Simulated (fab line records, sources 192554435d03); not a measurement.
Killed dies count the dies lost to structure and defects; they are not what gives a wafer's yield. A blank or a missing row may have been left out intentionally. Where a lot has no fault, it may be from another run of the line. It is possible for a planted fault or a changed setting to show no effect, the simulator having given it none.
A struck lot beside a sound one ; flow n5 finfet ; 15 out of 1938 route steps
Sound: wafers L984.2, L984.3, L984.6. Struck: wafer L992.1 (left out: L992.4, L992.6 of the same lot, which were not struck); the cause appears at the end.
At each step with rows: each side's tool, then ch and its chambers, then its first start. Under that, the readings that differ: sound wafers ; struck wafers ; difference of the means ; sigmas: that difference in standard deviations of wafers without a fault.
alike: readings with means less than 2 such deviations apart, plus words and numbers identical on both sides. not compared: withheld readings, readings lacking a value on some wafer, bounds such as >300 that could conceal the same value, and numbers that have no deviation in the record and whose values overlap.
The two part at a step that has a row with sigmas, a row that says differs or no value, or rows on one side only. Numbers that have no deviation but don't overlap get no sigmas and don't part them. A reading that every wafer of one side lacks parts them only if that side has two wafers or more.

N5_BEOL_M11_TRENCH_ETCH_37: etches SiCOH lowk in C4F6/O2, target depth 148.83 nm, time 48 s.
  sound: rie diel-04 ch 0,1,3; struck: rie diel-04 ch 3
reading;sound;struck;difference;sigmas
bias w (W);185.2 184.2 184.4;185.7;+1.1;+2
  alike: O2_flow_sccm, chamber pressure mTorr, drypump motor current A, oes product au, rf vpp V, showerhead plenum p Torr, throttle valve pct
  not compared: rf hours counter h
N5_BEOL_M11_ETCH_41: etches SiCN in CH3F/O2, target depth 42.6 nm, time 86 s.
  sound: rie diel-04 ch 0,1,3; struck: rie diel-04 ch 3
  alike: O2_flow_sccm, bias w, chamber pressure mTorr, drypump motor current A, oes product au, rf vpp V, showerhead plenum p Torr, throttle valve pct
  not compared: rf hours counter h
N5_BEOL_M11_STRIP_77: strips in N2/H2, time 10 s.
  sound: rie diel-04 ch 0,1,3; struck: rie diel-04 ch 3
  alike: chamber pressure mTorr, drypump motor current A, oes product au, rf vpp V, showerhead plenum p Torr, throttle valve pct
  not compared: rf hours counter h
N5_BEOL_M11_OCD_MEAS_38:
  struck on ocd-02, day 15 20:32; sound on ocd-01, day 13 09:22
  alike: trench depth nm
then, 4 steps without rows for these wafers: N5_BEOL_M11_HM_STRIP_39 (strips TiN in peroxide tin strip, target depth 25 nm, time 158 s); N5_BEOL_M11_SRD_40 (time 30 s); N5_BEOL_M11_PRECLEAN_42 (cleans in residue remover, time 60 s); N5_BEOL_M11_SRD_43 (time 30 s).
N5_BEOL_M11_CD_MEAS_35 targets a cd of 70 nm.
  struck on cd sem-03, day 15 20:41; sound on cd sem-01, day 13 09:32
  alike: cd nm
then, 2 steps without rows for these wafers: N5_BEOL_M11_CURE_72 (cures SiCOH lowk, time 120 s); N5_BEOL_M11_DEGAS_44 (time 60 s).
N5_BEOL_M11_PRE_CLEAN_45: time 30 s.
  struck on pvd sputter-01, day 15 21:26; sound on pvd sputter-02, day 13 10:03
  alike: heater power w, susceptor temp C
N5_BEOL_M11_ALD_74: deposits TaN, target thk 2 nm, pulse time 2 s, purge time 3 s.
  sound on ald metal-04 ch 0,1,3, day 13 10:07; struck on ald metal-04 ch 0, day 15 21:30
reading;sound;struck;difference;sigmas
ald cycles;40 40 40;38;-2;
  alike: heater power w, mfc carrier sccm
  not compared: susceptor temp C
N5_BEOL_M11_SURFACE_TREAT_76:
  struck on pvd sputter-02, day 15 21:48; sound on pvd sputter-01, day 13 10:52
  not compared: throttle valve pct
-- here the record skips 2 days between the struck wafers' starts before and after, leaving off in module BEOL_M11 and picking up in module PASSIVATION (first step shown: number 1936 of the route) --
N5_PASSIVATION_PROBE_49:
  struck on prober-02, day 17 23:55; sound on prober-02, day 15 05:17
reading;sound;struck;difference;sigmas
killed on rim;19 12 21;9;-8;-2
  alike: defect limited yield, killed_at_M0_to_M3, killed_at_M4_up, killed at contacts, killed at front end, killed at other, killed dies, killed open, killed short, sort_bin_5_function, sort_bin_6_memory, sort n pass, sort yield pct

WHERE THEY PART
Last at N5_PASSIVATION_PROBE_49 as far as this record goes, first at N5_BEOL_M11_TRENCH_ETCH_37.

WHY: what had been put in by the simulator
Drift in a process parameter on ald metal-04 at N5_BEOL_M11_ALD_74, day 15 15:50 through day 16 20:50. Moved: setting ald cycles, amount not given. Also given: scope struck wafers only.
